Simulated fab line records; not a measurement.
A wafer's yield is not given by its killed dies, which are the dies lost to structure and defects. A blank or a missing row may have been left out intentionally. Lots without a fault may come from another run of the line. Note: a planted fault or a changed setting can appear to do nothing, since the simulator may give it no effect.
fab line records	flow nandHarc
record lots=7	wafers=20	lastDay=33
route steps=1302 shown P_STI@76 END@1302
lots untouched by any fault: they come from a run of this same line in which no faults occurred
startH: hours from the record's first day to the start of the lot's first wafer shown	waitH: how many hours have passed since the lot's step before this one	" the same as in the row above	L1.1+2: one row covering several wafers at once	- no value, or no start given	* or withheld: withheld	< > ~ a bound
route shown NAME@n: names a module that has steps shown in the file, with the first one's number in the route	usual: mean/standard deviation taken from wafers without a fault	same: alike in all rows	chamber/n: place in a boat	sites: readings site by site	_std_site: how widely they spread, as a standard deviation	_edge_site: the outer-site mean with the inner-site mean subtracted	radiusMm: for every site, how far away it sits from the centre of the wafer	mask NAME#n: copy n	behind: tool/chamber where the wafer was last shaped	hold: the reason the lot was held/the length of the hold in hours/how it ended	device: whichever transistor did not switch (one of n, p or np)	end of line: tests run on the same wafers once the route is complete	step lacking rows: just its recipe	killed: dies that structure and defects cost at the first sort, which is not the same as the wafer's yield	map: a wafer's dies, x killed, . not, _ none there
set.NAME: the setting as run; set.NAME@STEP: as run at that earlier step	model.NAME: the simulator's own value behind a step, which no gauge read
certain route steps with their lots: each step a table, each wafer a row
services: when a tool's chamber went out of use (startH, in hours from the record's first day, below 0 if earlier), for how many hours, and the reason
## steps
# step NHARC_P_STI_COAT_41
# recipe tempC=200	timeS=65
# step NHARC_P_STI_COAT_03
# recipe spinRpm=2000	resistThkNm=600
# step NHARC_P_STI_SOFTBAKE_04
# recipe tempC=125	timeS=70
# step NHARC_P_STI_EBR_05
# step NHARC_P_STI_EXPOSE_06
# recipe na=0.55	targetCdNm=200	doseMj=37.69	maskId=P_STI
# step NHARC_P_STI_PEB_07
# recipe pebTempC=128	pebTimeS=80
# step NHARC_P_STI_DEVELOP_08
# recipe timeS=50	devTempC=22
# step NHARC_P_STI_CD_MEAS_09
# recipe targetCdNm=200	landingEnergyEv=500
# usual cdNm=200.3/2.9
lot.wafer	tool	chamber	startH	waitH	cdNm
L366.1	cdSem-03	0	72.55	-	198.4
L366.4	"	0	"	"	201.0
L366.5	"	0	"	"	196.8
L372.2	cdSem-02	0	134.56	-	204.0
L372.3	"	0	"	"	202.6
L372.6	"	0	"	"	201.8
L376.2	cdSem-03	0	172.81	-	198.4
L376.3	"	0	"	"	198.0
L376.6	"	0	"	"	195.1
L378.3	cdSem-02	0	193.49	-	203.7
L378.5	"	0	"	"	207.7
L378.6	"	0	"	"	204.8
L379.1	cdSem-02	0	202.37	-	199.5
L379.6	"	0	"	"	199.4
L383.1	cdSem-03	0	242.93	-	198.9
L383.4	"	0	"	"	197.1
L383.6	"	0	"	"	203.7
L385.1	cdSem-03	0	262.71	-	198.0
L385.3	"	0	"	"	197.8
L385.4	"	0	"	"	196.2
# step NHARC_P_STI_OVL_MEAS_10
# usual overlayXNm=0/5.6	overlayYNm=1/4.7
lot.wafer	tool	chamber	startH	waitH	overlayXNm	overlayYNm
L366.1	overlay-02	-	72.64	-	-4	2
L366.4	"	-	"	"	-4	2
L366.5	"	-	"	"	-4	2
L372.2	overlay-01	-	134.65	-	-12	-9
L372.3	"	-	"	"	-12	-9
L372.6	"	-	"	"	-12	-9
L376.2	overlay-01	-	172.89	-	-5	3
L376.3	"	-	"	"	-6	3
L376.6	"	-	"	"	-5	3
L378.3	overlay-01	-	193.57	-	1	-2
L378.5	"	-	"	"	1	-1
L378.6	"	-	"	"	1	-1
L379.1	overlay-01	-	202.45	-	-6	3
L379.6	"	-	"	"	-7	3
L383.1	overlay-01	-	243.02	-	1	-2
L383.4	"	-	"	"	1	-2
L383.6	"	-	"	"	1	-1
L385.1	overlay-01	-	262.80	-	0	0
L385.3	"	-	"	"	0	1
L385.4	"	-	"	"	-1	1
# step NHARC_P_STI_INSPECT_11
# usual rawDefectCount=6/3.1
lot.wafer	tool	chamber	startH	waitH	rawDefectCount
L366.1	defectInspect-02	-	72.67	0.0	7
L366.4	"	-	"	"	6
L366.5	"	-	"	"	7
L372.2	defectInspect-02	-	134.68	0.0	7
L372.3	"	-	"	"	7
L372.6	"	-	"	"	4
L376.2	defectInspect-01	-	172.93	0.0	4
L376.3	"	-	"	"	4
L376.6	"	-	"	"	3
L378.3	defectInspect-01	-	193.61	0.0	9
L378.5	"	-	"	"	3
L378.6	"	-	"	"	2
L379.1	defectInspect-01	-	202.49	0.0	7
L379.6	"	-	"	"	4
L383.1	defectInspect-02	-	243.05	0.0	5
L383.4	"	-	"	"	7
L383.6	"	-	"	"	1
L385.1	defectInspect-01	-	262.84	0.0	11
L385.3	"	-	"	"	3
L385.4	"	-	"	"	9
# step NHARC_P_STI_HARDBAKE_13
# recipe tempC=118	timeS=65
# step NHARC_P_STI_DESCUM_14
# recipe timeS=3	o2FlowSccm=200	arFlowSccm=0	biasPowerW=0	chemistry=O2
# usual drypumpMotorCurrentA=5.7/0.55	o2FlowSccm=200.1/0.67	oesProductAu=1.000/0.008	rfVppV=57.8/0.87	showerheadPlenumPTorr=1.90/0.064	throttleValvePct=11.311/0.0088
lot.wafer	tool	chamber	startH	waitH	drypumpMotorCurrentA	o2FlowSccm	oesProductAu	rfHoursCounterH	rfVppV	showerheadPlenumPTorr	throttleValvePct
L366.1	rieDiel-05	2	72.81	-	5.2	199.8	0.999	1	56.1	1.86	11.312
L366.4	"	1	"	"	6.5	200.2	0.992	1	57.7	1.80	11.311
L366.5	"	3	"	"	5.7	199.9	0.997	-	58.2	1.92	11.309
L372.3	rieDiel-13	2	134.83	-	5.3	201.5	1.022	8	56.9	1.86	11.308
L372.2	"	3	"	"	6.3	199.7	0.998	8	57.4	1.96	11.309
L372.6	"	1	"	"	5.1	200.4	1.001	-	56.9	2.04	11.293
L376.2	rieDiel-05	2	173.06	-	5.3	198.9	1.003	5	57.2	1.86	11.311
L376.3	"	0	"	"	5.0	200.5	0.994	7	56.8	1.93	11.309
L376.6	"	2	"	"	5.3	199.3	0.997	-	57.1	1.86	11.303
L378.3	rieDiel-05	1	193.75	-	6.5	200.2	1.000	8	56.8	1.80	11.319
L378.6	"	0	"	"	5.0	198.7	0.989	-	58.3	1.93	11.302
L378.5	"	1	"	"	6.5	199.6	1.013	-	57.0	1.80	11.303
L379.1	rieDiel-05	2	202.64	-	5.3	198.3	0.998	7	57.1	1.86	11.301
L379.6	"	0	"	"	5.0	200.0	1.005	-	59.1	1.93	11.319
L383.1	rieDiel-13	2	243.20	-	5.3	199.5	0.999	3	59.1	1.86	11.306
L383.4	"	3	"	"	6.2	198.9	0.984	3	58.7	1.95	11.303
L383.6	"	1	"	"	5.1	200.3	0.998	-	59.9	2.04	11.306
L385.3	rieDiel-13	2	262.97	-	5.3	200.6	1.011	4	57.8	1.86	11.308
L385.1	"	3	"	"	6.3	199.7	0.992	4	58.2	1.95	11.317
L385.4	"	0	"	"	6.7	199.9	1.009	4	57.7	1.84	11.302
# step NHARC_P_STI_ETCH_42
# recipe targetDepthA=800	overetchA=240	timeS=61	ionEnergyEv=200	n2FlowSccm=150	h2FlowSccm=150	arFlowSccm=0	rfW=400	biasW=150	chemistry=N2/H2
# usual biasW=150.0/0.46	drypumpMotorCurrentA=5.7/0.55	oesProductAu=0.998/0.0085	rfVppV=430.2/2	runLengthS=82.3/0.52	showerheadPlenumPTorr=2.03/0.072	throttleValvePct=14.171/0.0097
lot.wafer	tool	chamber	startH	waitH	biasW	drypumpMotorCurrentA	oesProductAu	rfHoursCounterH	rfVppV	runLengthS	showerheadPlenumPTorr	throttleValvePct
L366.4	rieDiel-05	0	72.89	0.1	149.4	5.0	1.005	1	431.8	81.8	2.06	14.176
L366.1	"	1	"	"	150.2	6.5	0.991	1	427.8	81.2	1.92	14.174
L366.5	"	0	"	"	150.0	5.0	1.008	-	430.5	81.7	2.06	14.179
L372.2	rieDiel-13	1	134.90	0.1	150.6	5.1	0.991	8	433.7	82.4	2.17	14.183
L372.3	"	0	"	"	150.1	6.8	0.986	9	427.4	82.7	1.96	14.164
L372.6	"	2	"	"	149.9	5.4	1.007	-	430.2	83.0	1.98	14.168
L376.3	rieDiel-05	3	173.15	0.1	150.7	5.7	0.994	6	430.3	82.4	2.04	14.169
L376.2	"	2	"	"	149.8	5.3	0.989	5	428.7	82.8	1.98	14.157
L376.6	"	3	"	"	-	5.7	1.007	-	429.2	66.3	2.04	14.168
L378.3	rieDiel-05	2	193.83	0.1	149.8	5.3	0.997	6	428.7	82.6	1.98	14.178
L378.6	"	1	"	"	-	6.4	0.988	-	425.1	65.0	1.92	14.167
L378.5	"	2	"	"	150.7	5.3	0.987	-	430.8	82.8	1.98	14.149
L379.1	rieDiel-05	2	202.71	0.1	-	5.2	0.996	7	429.2	66.1	1.98	14.171
L379.6	"	3	"	"	-	5.7	0.993	-	430.6	66.5	2.04	14.184
L383.1	rieDiel-13	0	243.27	0.1	150.1	6.7	0.994	3	428.4	82.8	1.96	14.179
L383.4	"	1	"	"	149.6	5.1	0.994	4	434.0	82.6	2.17	14.181
L383.6	"	1	"	"	150.3	5.1	1.006	-	433.8	82.7	2.17	14.176
L385.3	rieDiel-13	1	263.06	0.1	149.5	5.1	0.990	4	434.9	82.4	2.17	14.170
L385.1	"	2	"	"	150.2	5.3	1.005	4	429.1	82.5	1.98	14.168
L385.4	"	0	"	"	149.8	6.7	1.015	4	429.2	83.1	1.96	14.176
# step NHARC_P_STI_ETCH_31
# recipe targetDepthA=1089	timeS=54.5	cf4FlowSccm=100	chf3FlowSccm=30	arFlowSccm=0	rfW=500	biasW=200	chemistry=CF4/CHF3
# usual biasW=200.1/0.55	chf3FlowSccm=30.01/0.088	drypumpMotorCurrentA=5.7/0.56	oesProductAu=0.960/0.018	rfVppV=370.4/1.9	runLengthS=75.8/0.47	showerheadPlenumPTorr=1.57/0.051	throttleValvePct=16.802/0.009
lot.wafer	tool	chamber	startH	waitH	biasW	chf3FlowSccm	drypumpMotorCurrentA	oesProductAu	rfHoursCounterH	rfVppV	runLengthS	showerheadPlenumPTorr	throttleValvePct
L366.1	rieDiel-05	0	-	-	200.1	30.00	5.0	0.990	1	372.4	75.2	1.59	16.802
L366.4	"	2	"	"	200.5	30.16	5.3	0.966	1	370.2	76.1	1.53	16.796
L366.5	"	3	"	"	200.6	30.01	5.7	0.978	-	372.4	76.7	1.58	16.813
L372.2	rieDiel-13	1	-	-	200.1	29.88	5.1	0.946	8	374.6	75.7	1.67	16.798
L372.3	"	3	"	"	200.0	30.04	6.3	0.965	8	372.4	75.6	1.61	16.784
L372.6	"	1	"	"	200.5	29.99	5.1	0.945	-	373.5	76.1	1.67	16.801
L376.3	rieDiel-05	2	-	-	200.2	30.12	5.2	0.957	5	369.0	76.6	1.53	16.782
L376.2	"	0	"	"	200.9	29.92	5.0	0.970	7	371.0	75.6	1.59	16.809
L376.6	"	2	"	"	199.1	30.12	5.2	0.957	-	369.1	76.2	1.53	16.798
L378.3	rieDiel-05	0	-	-	199.6	29.87	5.0	0.959	8	370.9	75.6	1.59	16.802
L378.5	"	2	"	"	201.1	29.99	5.3	0.972	-	368.3	76.1	1.53	16.790
L378.6	"	3	"	"	199.7	29.95	5.7	0.969	-	369.8	76.1	1.57	16.794
L379.1	rieDiel-05	0	-	-	200.0	30.03	5.0	0.965	8	370.2	75.4	1.59	16.799
L379.6	"	1	"	"	201.7	30.16	6.5	0.959	-	367.3	74.8	1.49	16.824
L383.1	rieDiel-13	0	-	-	199.6	30.09	6.8	0.983	4	368.6	76.2	1.52	16.816
L383.4	"	2	"	"	200.0	29.90	5.3	0.963	3	370.1	76.5	1.53	16.793
L383.6	"	1	"	"	199.7	29.86	5.1	0.952	-	372.2	75.9	1.67	16.812
L385.1	rieDiel-13	1	-	-	200.6	30.12	5.1	0.974	4	373.1	75.9	1.67	16.805
L385.4	"	2	"	"	200.2	30.05	5.3	0.963	4	370.0	75.9	1.53	16.805
L385.3	"	0	"	"	200.6	29.93	6.7	0.979	4	368.5	76.0	1.52	16.812
# step NHARC_END_SORT_01
# recipe tempC=25
# usual killedAtArray=53/21	killedAtOther=0.8/1.1	killedAtPeriphery=4.2/2.7	killedDies=58/22	killedOpen=3.4/1.9	killedShort=2.5/1.6
# same grossDies=677
lot.wafer	tool	chamber	startH	waitH	killedAtArray	killedAtOther	killedAtPeriphery	killedDies	killedOpen	killedShort
L372.2	prober-02	0	653.20	2.8	77	4	6	87	2	2
L372.3	prober-02	0	654.01	3.1	73	2	3	78	7	2
L372.6	prober-02	0	656.42	4.0	76	1	7	84	0	3
L376.6	prober-01	0	700.48	4.0	53	0	11	64	5	4
# killed by level:class
L372.2 A_CHANNEL_HOLE_D1:chamberFilmFlake=27 A_SLIT:chamberFilmFlake=27 A_CHANNEL_HOLE_D2:chamberFilmFlake=13 A_CONTACT:chamberFilmFlake=5 P_BONDPAD:chamberFilmFlake=4 THIN_TSV:chamberFilmFlake=4 P_M2:geometricParticle:open=1 A_ONON_D1:geometricParticle:short=1
L372.3 A_CHANNEL_HOLE_D1:chamberFilmFlake=30 A_SLIT:chamberFilmFlake=25 A_CHANNEL_HOLE_D2:chamberFilmFlake=7 A_CHANNEL_FILL_D2:geometricParticle:open=3 A_CONTACT:chamberFilmFlake=3 P_M2:geometricParticle:short=1 A_ONON_D1:geometricParticle:open=1 A_CHANNEL_FILL_D1:geometricParticle:open=1
L372.6 A_CHANNEL_HOLE_D1:chamberFilmFlake=31 A_SLIT:chamberFilmFlake=24 A_CHANNEL_HOLE_D2:chamberFilmFlake=15 P_BONDPAD:chamberFilmFlake=7 A_CHANNEL_FILL_D2:chamberFilmFlake=2 A_ONON_D1:geometricParticle:short=1 A_DECK1_JOINT:geometricParticle:short=1 A_ONON_D2:geometricParticle:short=1
L376.6 A_CHANNEL_HOLE_D1:chamberFilmFlake=34 P_M1:chamberFilmFlake=5 A_STAIRCASE:chamberFilmFlake=4 A_CONTACT:chamberFilmFlake=4 P_M0:geometricParticle:open=3 A_WL_FILL:chamberFilmFlake=2 P_STI:areaEtch=2 A_SOURCE_PLATE:geometricParticle:open=1
## services
tool	chamber	startH	hours	kind
rieDiel-05	-	52.60	9.0	pm
rieDiel-05	0	52.60	9.0	ventCycle
rieDiel-05	1	52.60	9.0	ventCycle
rieDiel-05	2	52.60	9.0	ventCycle
rieDiel-05	3	52.60	9.0	ventCycle
rieDiel-05	0	61.60	-	clean
rieDiel-05	1	61.60	-	clean
rieDiel-05	2	61.60	-	clean
rieDiel-05	3	61.60	-	clean
rieDiel-13	3	72.42	8.1	repair
rieDiel-13	2	77.52	9.7	repair
rieDiel-05	0	86.10	-	clean
rieDiel-05	1	86.10	-	clean
rieDiel-05	2	86.10	-	clean
rieDiel-05	3	86.10	-	clean
rieDiel-05	2	109.98	8.3	repair
rieDiel-05	0	110.60	-	clean
rieDiel-05	1	110.60	-	clean
rieDiel-05	3	110.60	-	clean
rieDiel-13	-	165.04	9.0	pm
rieDiel-05	-	176.25	0.7	repair
rieDiel-05	-	229.60	9.0	pm
rieDiel-13	3	250.87	5.1	repair
rieDiel-05	1	259.48	20.4	repair
## key
firstSign step=NHARC_P_STI_ETCH_42	reading=runLengthS	direction=down	sigmas=32	usual=*	struck=*
effect none on later readings
metAt NHARC_P_STI_ETCH_42
struckWafers L376.6,L378.6,L379.1,L379.6
sortLeftOut L379.1,L379.6
testerLeftOut L376,L378,L379
onsetBetween 72.89 173.15
fault kind=processParameterDrift	tool=rieDiel-05	chamber=-	onsetH=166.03	steps=NHARC_P_STI_ETCH_42	channel=timeS	offset=*	shape=step	endH=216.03	scope=struckWafersOnly	actsIn=*	stated=*
# testerLeftOut: of these lots the tester's yield and bins aren't shown, on N5 and GAA mostly nor the transistor test; their killed dies are dies lost to structure and defects alone, not to doping, threshold or leakage, so they don't give the yield
# sortLeftOut: the simulated sort isn't trusted on such a fault, so these wafers' sort isn't shown, and their yield isn't known
